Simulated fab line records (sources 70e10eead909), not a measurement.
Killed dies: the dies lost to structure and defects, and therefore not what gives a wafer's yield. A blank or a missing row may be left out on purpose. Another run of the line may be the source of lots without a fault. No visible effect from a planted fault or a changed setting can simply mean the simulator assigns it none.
fab line records ; flow nand-harc
record lots=12; wafers=36; last-day=24
route steps=1159 shown P_CONTACT@242 HYBRID_BOND@1094 THIN_TSV@1118 END@1159
lots that met no fault: from a run of the same line without faults
start-h: hours from the record's opening day to when the first of the lot's shown wafers began ; wait-h: hours since the lot's step before ; " same as the row above ; L1.1+2: one row covering several wafers at once ; - no value, or no start given ; * or withheld: withheld ; < > ~ a bound
route shown NAME@n: a module of which the file shows steps, and the number in the route of the first ; usual: mean/standard deviation taken from wafers without a fault ; same: alike in all rows ; chamber/n: place in a boat ; sites: per-site readings ; _std_site: how widely they spread, as a standard deviation ; _edge_site: mean of outer sites minus mean of inner sites ; radius-mm: how far each site lies from the wafer's centre ; mask NAME#n: copy n ; behind: the tool/chamber that last shaped the wafer ; hold: why the lot was held/for how many hours/how that ended ; device: the transistor (n, p or np) that didn't switch ; end of line: the same wafers' tests at the end of the route ; for a step that has no rows: nothing shown but its recipe ; killed: the dies lost at the first sort to structure and to defects; this is not the yield of the wafer ; map: per-die view of a wafer (x killed, . not killed, _ where there is no die)
set.NAME: the setting that was run; set.NAME@STEP: the one run at that earlier step ; model.NAME: the simulator's own value behind a step, which no gauge read
a sample of lots followed through the steps of the route, with each step as a table and each wafer as a row
services: a tool's chamber out of use, with start hour (start-h, from the record's first day; less than 0 if before it), hours out, and reason
## steps
# step NHARC_P_CONTACT_STRIP_28
# recipe o2-flow-sccm=500; ar-flow-sccm=0; bias-w=0; chemistry=O2
# usual drypump-motor-current-A=5.6/0.5; oes-product-au=0.999/0.011; rf-vpp-V=57.8/0.85; showerhead-plenum-p-Torr=3.55/0.15; throttle-valve-pct=17.036/0.0089
lot.wafer;tool;chamber;start-h;wait-h;drypump-motor-current-A;oes-product-au;rf-hours-counter-h;rf-vpp-V;showerhead-plenum-p-Torr;throttle-valve-pct
L842.1;rie-diel-02;0;109.82;0.1;4.9;1.013;53;56.9;3.29;17.026
L842.2;rie-diel-02;2;109.82;0.1;6.7;1.013;51;57.1;3.63;17.016
L842.3;rie-diel-02;3;109.82;0.1;5.5;0.998;49;56.7;3.45;17.035
L843.1;rie-diel-06;0;110.88;0.1;5.0;0.998;2;56.9;3.43;17.041
L843.4;rie-diel-06;1;110.88;0.1;5.5;0.978;5;59.2;3.59;17.033
L843.2;rie-diel-06;3;110.88;0.1;5.4;0.989;5;56.7;3.55;17.041
L849.4;rie-diel-06;3;150.92;0.1;5.4;0.994;11;56.5;3.55;17.022
L849.1;rie-diel-06;0;150.92;0.1;5.0;1.003;7;58.2;3.42;17.041
L849.5;rie-diel-06;0;150.92;0.1;5.0;0.991;-;58.9;3.42;17.029
L852.1;rie-diel-06;3;163.02;0.1;5.4;0.993;11;57.3;3.55;17.025
L852.3;rie-diel-06;0;163.02;0.1;5.0;1.011;8;57.5;3.42;17.041
L852.6;rie-diel-06;2;163.02;0.1;5.8;1.013;-;57.6;3.74;17.025
L853.4;rie-diel-12;1;191.42;0.1;5.5;0.997;14;58.2;3.47;17.021
L853.3;rie-diel-12;2;191.42;0.1;6.0;1.013;15;57.7;3.59;17.029
L853.1;rie-diel-12;3;191.42;0.1;4.8;1.016;14;59.7;3.30;17.018
L854.3;rie-diel-12;0;195.89;0.1;5.9;0.997;15;57.2;3.73;17.025
L854.1;rie-diel-12;2;195.89;0.1;6.0;1.003;16;59.5;3.59;17.025
L854.2;rie-diel-12;3;195.89;0.1;4.8;1.003;15;58.0;3.30;17.039
L857.3;rie-diel-02;3;202.85;0.1;5.5;1.013;17;58.1;3.43;17.032
L857.2;rie-diel-02;1;202.85;0.1;6.7;0.980;18;58.0;3.69;17.037
L857.6;rie-diel-02;3;202.85;0.1;5.5;1.011;-;57.6;3.43;17.025
L860.1;rie-diel-12;1;211.64;0.1;5.5;0.977;0;58.9;3.47;17.038
L860.3;rie-diel-12;2;211.64;0.1;6.0;0.989;0;58.3;3.59;17.037
L860.2;rie-diel-12;3;211.64;0.1;4.8;0.993;0;57.6;3.30;17.040
L859.4;rie-diel-02;3;212.39;0.1;5.5;1.017;19;58.5;3.43;17.033
L859.2;rie-diel-02;0;212.39;0.1;4.9;1.002;20;57.3;3.80;17.049
L859.6;rie-diel-02;0;212.39;0.1;4.9;0.994;-;58.0;3.80;17.033
L864.4;rie-diel-12;2;239.01;0.1;6.0;0.991;3;57.9;3.59;17.030
L864.6;rie-diel-12;2;239.01;0.1;6.0;0.992;-;58.3;3.59;17.046
L864.5;rie-diel-12;3;239.01;0.1;4.8;0.996;-;57.3;3.30;17.038
L863.2;rie-diel-12;1;239.88;0.1;5.5;0.979;3;58.5;3.47;17.041
L863.1;rie-diel-12;2;239.88;0.1;6.0;1.004;3;57.7;3.59;17.026
L863.5;rie-diel-12;2;239.88;0.1;6.0;0.995;-;58.2;3.59;17.053
L865.1;rie-diel-12;3;243.68;0.1;4.8;1.007;4;56.4;3.30;17.022
L865.4;rie-diel-12;0;243.68;0.1;5.9;1.026;3;57.7;3.73;17.030
L865.6;rie-diel-12;1;243.68;0.1;5.4;0.980;-;57.1;3.47;17.034
# step NHARC_HYBRID_BOND_ACTIVATE_00
# recipe time-s=60; n2-flow-sccm=200; ar-flow-sccm=0; bias-power-w=0; chemistry=N2
# usual drypump-motor-current-A=5.6/0.57; oes-product-au=1.001/0.013; rf-vpp-V=64.1/0.95; showerhead-plenum-p-Torr=1.78/0.087
lot.wafer;tool;chamber;start-h;wait-h;drypump-motor-current-A;oes-product-au;rf-hours-counter-h;rf-vpp-V;showerhead-plenum-p-Torr
L842.2;rie-diel-12;3;404.59;0.1;4.8;1.012;2;63.4;1.64
L842.1;rie-diel-12;1;404.59;0.1;5.5;0.991;3;62.9;1.73
L842.3;rie-diel-12;2;404.59;0.1;5.9;1.002;2;64.9;1.80
L843.1;rie-diel-02;0;413.74;0.1;4.9;1.005;30;64.1;1.89
L843.4;rie-diel-02;2;413.74;0.1;6.8;1.020;28;64.1;1.79
L843.2;rie-diel-02;3;413.74;0.1;5.5;0.991;28;64.6;1.69
L849.4;rie-diel-03;2;462.19;0.1;5.5;1.015;20;64.6;1.88
L849.1;rie-diel-03;0;462.19;0.1;5.7;1.022;26;63.0;1.87
L849.5;rie-diel-03;2;462.19;0.1;5.5;1.012;-;63.3;1.88
L852.1;rie-diel-12;2;467.81;0.1;6.0;1.006;9;64.0;1.79
L852.3;rie-diel-12;0;467.81;0.1;5.9;0.994;8;64.1;1.87
L852.6;rie-diel-12;3;467.81;0.1;4.8;1.015;-;61.8;1.64
L854.3;rie-diel-12;1;485.94;0.1;5.5;0.980;11;64.5;1.73
L854.1;rie-diel-12;2;485.94;0.1;6.0;1.007;11;65.3;1.79
L854.2;rie-diel-12;3;485.94;0.1;4.8;1.000;11;63.9;1.64
L853.4;rie-diel-12;0;487.56;0.1;5.9;0.990;11;64.1;1.87
L853.3;rie-diel-12;1;487.56;0.1;5.4;0.995;11;64.6;1.73
L853.1;rie-diel-12;2;487.56;0.1;6.0;1.014;11;64.7;1.79
L857.2;rie-diel-12;3;491.51;0.1;4.8;1.019;11;64.5;1.64
L857.3;rie-diel-12;0;491.51;0.1;5.9;0.991;11;64.1;1.87
L857.6;rie-diel-12;2;491.51;0.1;6.0;1.006;-;63.8;1.79
L860.1;rie-diel-02;0;492.61;0.1;4.9;1.007;60;63.9;1.88
L860.3;rie-diel-02;1;492.61;0.1;6.6;1.006;50;65.2;1.82
L860.2;rie-diel-02;3;492.61;0.1;5.5;0.998;56;63.6;1.68
L859.2;rie-diel-12;2;514.22;0.1;6.0;1.007;14;64.6;1.79
L859.4;rie-diel-12;0;514.22;0.1;5.9;0.996;14;64.9;1.87
L859.6;rie-diel-12;2;514.22;0.1;6.0;0.994;-;65.4;1.79
L864.4;rie-diel-02;1;535.03;0.1;6.6;1.007;4;64.2;1.82
L864.6;rie-diel-02;3;535.03;0.1;5.5;0.994;-;64.9;1.68
L864.5;rie-diel-02;0;535.03;0.1;4.9;1.005;-;64.1;1.88
L865.4;rie-diel-02;0;540.00;0.1;4.9;1.015;8;64.8;1.88
L865.1;rie-diel-02;2;540.00;0.1;6.8;1.012;6;63.4;1.77
L865.6;rie-diel-02;0;540.00;0.1;4.9;1.025;-;65.3;1.88
L863.2;rie-diel-12;0;547.97;0.1;5.9;1.004;16;64.7;1.87
L863.1;rie-diel-12;1;547.97;0.1;5.4;0.987;17;63.6;1.73
L863.5;rie-diel-12;1;547.97;0.1;5.4;0.984;-;64.2;1.73
# step NHARC_THIN_TSV_DESCUM_14
# recipe time-s=3; o2-flow-sccm=200; ar-flow-sccm=0; bias-power-w=0; chemistry=O2
# usual drypump-motor-current-A=5.6/0.49; oes-product-au=1.002/0.016; rf-vpp-V=57.7/0.98; showerhead-plenum-p-Torr=1.89/0.075; throttle-valve-pct=11.311/0.0093
lot.wafer;tool;chamber;start-h;wait-h;drypump-motor-current-A;oes-product-au;rf-hours-counter-h;rf-vpp-V;showerhead-plenum-p-Torr;throttle-valve-pct
L842.1;rie-diel-09;3;418.95;-;5.2;0.971;10;57.5;1.79;11.317
L842.2;rie-diel-09;0;418.95;-;5.7;0.985;10;56.4;1.86;11.310
L842.3;rie-diel-09;2;418.95;-;6.5;0.970;10;58.6;1.84;11.313
L843.1;rie-diel-01;2;428.05;-;6.2;1.017;8;57.6;1.97;11.308
L843.4;rie-diel-01;3;428.05;-;5.4;0.999;8;57.9;1.91;11.313
L843.2;rie-diel-01;0;428.05;-;5.2;0.991;7;57.1;1.81;11.311
L849.1;rie-diel-01;2;475.36;-;6.2;1.024;13;58.6;1.97;11.295
L849.4;rie-diel-01;0;475.36;-;5.2;0.990;10;55.6;1.81;11.303
L849.5;rie-diel-01;3;475.36;-;5.4;1.011;-;58.7;1.91;11.298
L852.1;rie-diel-06;2;482.47;-;5.8;1.007;6;59.3;2.03;11.300
L852.3;rie-diel-06;3;482.47;-;5.4;0.994;4;58.0;1.91;11.313
L852.6;rie-diel-06;2;482.47;-;5.8;1.022;-;57.6;2.03;11.310
L854.2;rie-diel-09;3;498.48;-;5.2;1.012;4;57.9;1.79;11.321
L854.3;rie-diel-09;0;498.48;-;5.7;0.983;4;57.5;1.86;11.311
L854.1;rie-diel-09;1;498.48;-;6.7;1.020;4;56.3;1.80;11.313
L853.1;rie-diel-06;1;500.87;-;5.4;0.990;8;57.0;1.94;11.303
L853.3;rie-diel-06;3;500.87;-;5.4;1.015;6;57.7;1.91;11.316
L853.4;rie-diel-06;0;500.87;-;5.0;1.025;8;58.2;1.84;11.289
L857.3;rie-diel-09;1;504.08;-;6.7;1.014;5;57.9;1.80;11.303
L857.2;rie-diel-09;3;504.08;-;5.2;1.010;5;58.6;1.79;11.299
L857.6;rie-diel-09;0;504.08;-;5.7;0.987;-;56.7;1.86;11.309
L860.1;rie-diel-06;2;505.19;-;5.8;1.025;9;60.8;2.02;11.316
L860.2;rie-diel-06;3;505.19;-;5.4;1.014;7;58.3;1.91;11.313
L860.3;rie-diel-06;1;505.19;-;5.4;0.984;9;58.7;1.93;11.321
L859.4;rie-diel-06;0;526.66;-;5.0;1.025;11;57.4;1.84;11.312
L859.2;rie-diel-06;1;526.66;-;5.4;0.976;12;57.1;1.93;11.308
L859.6;rie-diel-06;0;526.66;-;5.0;1.009;-;59.2;1.84;11.303
L864.4;rie-diel-09;1;549.21;-;6.7;1.001;7;57.0;1.79;11.299
L864.6;rie-diel-09;1;549.21;-;6.7;0.995;-;56.9;1.80;11.315
L864.5;rie-diel-09;2;549.21;-;6.5;0.981;-;57.6;1.84;11.314
L865.1;rie-diel-06;2;553.04;-;5.8;1.017;14;59.2;2.02;11.305
L865.4;rie-diel-06;3;553.04;-;5.4;1.020;12;57.7;1.91;11.317
L865.6;rie-diel-06;1;553.04;-;5.5;0.996;-;57.3;1.93;11.310
L863.1;rie-diel-01;1;560.49;-;5.6;0.984;3;57.9;1.81;11.322
L863.2;rie-diel-01;2;560.49;-;6.2;1.026;3;58.4;1.97;11.315
L863.5;rie-diel-01;0;560.49;-;5.1;0.984;-;56.6;1.80;11.314
# step NHARC_THIN_TSV_STRIP_45
# recipe power-w=1500; temp-c=250; chemistry=O2
# usual drypump-motor-current-A=5.49/0.26; heater-power-w=364/13
lot.wafer;tool;chamber;start-h;wait-h;drypump-motor-current-A;heater-power-w;rf-hours-counter-h
L842.2;plasma-asher-02;0;419.83;0.1;5.67;377;10
L842.1;plasma-asher-02;1;419.83;0.1;5.27;349;10
L842.3;plasma-asher-02;1;419.83;0.1;5.23;348;-
L843.2;plasma-asher-02;1;428.92;0.1;5.28;345;13
L843.1;plasma-asher-02;0;428.92;0.1;5.68;369;13
L843.4;plasma-asher-02;0;428.92;0.1;5.64;374;-
L849.1;plasma-asher-01;1;476.32;0.1;5.77;366;2
L849.4;plasma-asher-01;0;476.32;0.1;5.18;362;-
L849.5;plasma-asher-01;1;476.32;0.1;5.82;370;-
L852.1;plasma-asher-01;0;483.34;0.1;5.17;369;4
L852.3;plasma-asher-01;1;483.34;0.1;5.81;364;-
L852.6;plasma-asher-01;1;483.34;0.1;5.78;363;-
L854.1;plasma-asher-01;1;499.35;0.1;5.83;362;10
L854.2;plasma-asher-01;0;499.35;0.1;5.19;368;10
L854.3;plasma-asher-01;1;499.35;0.1;5.87;364;-
L853.1;plasma-asher-01;0;501.80;0.1;5.17;367;10
L853.4;plasma-asher-01;1;501.80;0.1;5.82;364;-
L853.3;plasma-asher-01;0;501.80;0.1;5.16;365;-
L857.2;plasma-asher-02;0;505.00;0.1;5.69;388;44
L857.3;plasma-asher-02;1;505.00;0.1;5.24;330;-
L857.6;plasma-asher-02;1;505.00;0.1;5.25;344;-
L860.1;plasma-asher-01;1;506.30;0.3;5.87;366;12
L860.2;plasma-asher-01;0;506.30;0.3;5.19;365;12
L860.3;plasma-asher-01;1;506.30;0.3;5.85;362;-
L859.2;plasma-asher-01;0;527.53;0.1;5.18;364;19
L859.4;plasma-asher-01;0;527.53;0.1;5.18;375;-
L859.6;plasma-asher-01;1;527.53;0.1;5.79;361;-
L864.4;plasma-asher-02;0;550.23;0.2;5.65;364;-
L864.5;plasma-asher-02;1;550.23;0.2;5.27;371;-
L864.6;plasma-asher-02;0;550.23;0.2;5.64;375;-
L865.1;plasma-asher-02;0;554.00;0.1;5.70;376;2
L865.4;plasma-asher-02;0;554.00;0.1;5.69;374;-
L865.6;plasma-asher-02;1;554.00;0.1;5.31;371;-
L863.2;plasma-asher-02;0;561.57;0.3;5.69;385;4
L863.1;plasma-asher-02;1;561.57;0.3;5.25;364;4
L863.5;plasma-asher-02;1;561.57;0.3;5.31;371;-
# step NHARC_END_SORT_01
# recipe temp-c=25
# usual killed-at-array=26/8.4; killed-at-other=0.7/0.97; killed-at-periphery=3.2/2.2; killed-dies=30/8.5; killed-open=3.4/2; killed-short=2/1.3
# same gross-dies=677
lot.wafer;tool;chamber;start-h;wait-h;killed-at-array;killed-at-other;killed-at-periphery;killed-dies;killed-open;killed-short
L849.1;prober-01;0;489.91;2.6;28;1;47;76;2;5
L849.4;prober-01;0;492.31;3.4;19;0;76;95;8;2
L849.5;prober-01;0;493.10;3.7;19;0;53;72;2;4
L852.1;prober-01;0;497.68;2.5;16;1;72;89;1;1
L852.3;prober-01;0;499.26;3.1;15;0;55;70;3;2
L852.6;prober-01;0;501.63;4.0;13;0;77;90;2;1
L853.1;prober-02;0;520.81;2.5;25;0;5;30;2;1
L853.3;prober-02;0;522.40;3.1;36;0;0;36;2;1
L853.4;prober-02;0;523.20;3.4;23;1;2;26;3;0
# killed by level:class
L849.1 P_CONTACT:unspecified=45 A_SLIT:chamber-film-flake=14 A_CHANNEL_HOLE_D1:chamber-film-flake=6 A_CHANNEL_FILL_D1:geometric-particle:short=2 A_WL_FILL:geometric-particle:short=2 A_STAIRCASE:chamber-film-flake=2 P_M0:geometric-particle:open=1 A_SLIT:geometric-particle:short=1
L849.4 P_CONTACT:unspecified=68 A_SLIT:chamber-film-flake=8 P_M0:geometric-particle:open=3 A_CONTACT:geometric-particle:open=3 P_STI:chamber-film-flake=3 P_M1:geometric-particle:short=2 A_STAIRCASE:chamber-film-flake=2 A_ONON_D1:geometric-particle:open=1
L849.5 P_CONTACT:unspecified=50 A_SLIT:chamber-film-flake=5 A_CHANNEL_HOLE_D1:chamber-film-flake=3 A_WL_FILL:chamber-film-flake=3 A_SGD_CUT:geometric-particle:short=2 P_STI:chamber-film-flake=2 A_CONTACT:chamber-film-flake=2 P_M0:geometric-particle:open=1
L852.1 P_CONTACT:unspecified=70 A_SLIT:chamber-film-flake=11 A_CHANNEL_HOLE_D1:chamber-film-flake=2 P_ZERO_WELL:chamber-film-flake=1 A_BLC:geometric-particle:open=1 P_GATE:chamber-film-flake=1 STARTING-WAFER:geometric-particle:short=1 A_STAIRCASE:chamber-film-flake=1
L852.3 P_CONTACT:unspecified=48 P_GATE:chamber-film-flake=4 A_CHANNEL_HOLE_D1:chamber-film-flake=4 A_SLIT:chamber-film-flake=4 P_M0:geometric-particle:open=2 A_CONTACT:chamber-film-flake=2 A_ONON_D1:geometric-particle:open=1 A_CONTACT:geometric-particle:short=1
L852.6 P_CONTACT:unspecified=74 A_SLIT:chamber-film-flake=5 A_CHANNEL_HOLE_D1:chamber-film-flake=2 P_M0:geometric-particle:open=1 A_SGD_CUT:geometric-particle:short=1 A_BLC:geometric-particle:open=1 P_STI:chamber-film-flake=1 P_M2:chamber-film-flake=1
L853.1 A_SLIT:chamber-film-flake=10 A_CHANNEL_HOLE_D1:chamber-film-flake=4 A_CONTACT:chamber-film-flake=4 A_STAIRCASE:chamber-film-flake=3 A_CHANNEL_FILL_D1:chamber-film-flake=2 P_GATE:geometric-particle:short=1 P_GATE:geometric-particle:open=1 A_WL_FILL:geometric-particle:open=1
L853.3 A_SLIT:chamber-film-flake=17 A_CHANNEL_HOLE_D1:chamber-film-flake=7 A_CONTACT:chamber-film-flake=5 A_STAIRCASE:chamber-film-flake=3 A_CHANNEL_FILL_D1:geometric-particle:open=1 A_WL_FILL:geometric-particle:short=1 A_CONTACT:geometric-particle:open=1 A_CHANNEL_FILL_D1:chamber-film-flake=1
L853.4 A_SLIT:chamber-film-flake=9 A_STAIRCASE:chamber-film-flake=5 A_CHANNEL_FILL_D1:chamber-film-flake=2 A_CONTACT:chamber-film-flake=2 A_WL_FILL:geometric-particle:open=1 A_BLC:geometric-particle:open=1 A_M0:geometric-particle:open=1 P_STI:chamber-film-flake=1
## services
tool;chamber;start-h;hours;kind
rie-diel-06;-;93.00;0.3;repair
rie-diel-12;3;100.37;3.9;repair
rie-diel-12;1;117.55;19.1;repair
rie-diel-02;-;150.80;9.0;pm
rie-diel-12;-;202.47;9.0;pm
rie-diel-06;-;241.20;9.0;pm
rie-diel-06;2;253.10;5.0;repair
rie-diel-06;-;279.07;0.8;repair
rie-diel-06;2;284.43;6.5;repair
rie-diel-12;-;318.44;4.5;repair
rie-diel-06;1;332.59;7.0;repair
rie-diel-06;3;347.13;3.8;repair
rie-diel-12;0;351.69;13.9;repair
rie-diel-12;-;364.80;0.3;repair
rie-diel-12;2;370.48;19.1;repair
rie-diel-12;-;379.47;9.0;pm
rie-diel-06;3;387.70;2.5;repair
rie-diel-06;1;390.71;3.5;repair
rie-diel-06;-;416.99;2.3;repair
rie-diel-06;-;419.30;9.0;pm
rie-diel-06;3;454.55;16.7;repair
rie-diel-12;-;458.11;0.2;repair
rie-diel-12;3;508.71;1.9;repair
rie-diel-12;-;556.47;9.0;pm
## key
first-sign step=NHARC_END_SORT_01; reading=killed-at-periphery; direction=up; sigmas=28; usual=3.2; struck=63.3
effect step=NHARC_END_SORT_01; reading=killed-dies; direction=up; sigmas=6.1; usual=30; struck=82
more-kills-born-at NHARC_P_CONTACT_STRIP_28@rie-diel-06=355
met-at NHARC_P_CONTACT_STRIP_28
struck-lots L849,L852
tester-left-out L849,L852
not-acting-at NHARC_HYBRID_BOND_ACTIVATE_00,NHARC_THIN_TSV_DESCUM_14,NHARC_THIN_TSV_STRIP_45
onset-between 110.88 150.92
fault kind=chamber-particle-source; tool=rie-diel-06; chamber=-; onset-h=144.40; steps=NHARC_P_CONTACT_STRIP_28; rate-per-visit-cm2=0.46054; end-h=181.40
# tester-left-out: of these lots the tester's yield and bins aren't shown, on N5 and GAA mostly nor the transistor test; their killed dies are dies lost to structure and defects alone, not to doping, threshold or leakage, so they don't give the yield
